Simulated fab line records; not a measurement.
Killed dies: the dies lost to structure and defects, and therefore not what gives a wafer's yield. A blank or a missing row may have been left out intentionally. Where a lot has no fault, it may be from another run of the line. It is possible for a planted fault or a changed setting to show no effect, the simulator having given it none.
Matching of chambers	flow n5-finfet	N5_BEOL_M8_DEP_56 on pecvd-03: 3 sister chambers
The step deposits SiCN from 3MS/NH3, target thk 10 nm, time 17.5 s. 3 wafers are shown with their chamber, then 7 later ones without.

WAFERS PAIRED WITH THEIR CHAMBERS
wafer	chamber	throttle-valve-pct (%)
L084.5	1	9.9
L088.1	0	9.1
L088.2	2	7.8

WAFERS MISSING THEIR CHAMBER
wafer	throttle-valve-pct (%)
L088.5	9.6
L090.2	9.4
L090.3	8.1
L090.5	9.5
L091.3	9.0
L091.4	9.7
L091.5	7.9

WHICH CHAMBER EACH WENT THROUGH
wafer	from the rows above	in truth
L088.5	can't be placed: 1 or 0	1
L090.2	can't be placed: 0 or 1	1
L090.3	2	2
L090.5	can't be placed: 0 or 1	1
L091.3	0	0
L091.4	can't be placed: 1 or 0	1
L091.5	2	2
3 of 7 placed correctly. Not placeable from these rows: 4 (in 4, the candidates include the true chamber). Number placed wrongly: 0.
How it was worked out, from the rows above alone: a wafer's distance from a chamber is the root of the sum, over the readings, of the square of ((its reading less the chamber's mean) divided by the reading's scatter). If the next closest chamber is less than 2 further off than the closest, the wafer can't be placed; otherwise it belongs to the closest. A chamber's mean is the mean of its shown wafers. The scatter: with one shown wafer a chamber, the root of the mean of the squares of how far each hidden wafer lies from its nearest shown one.
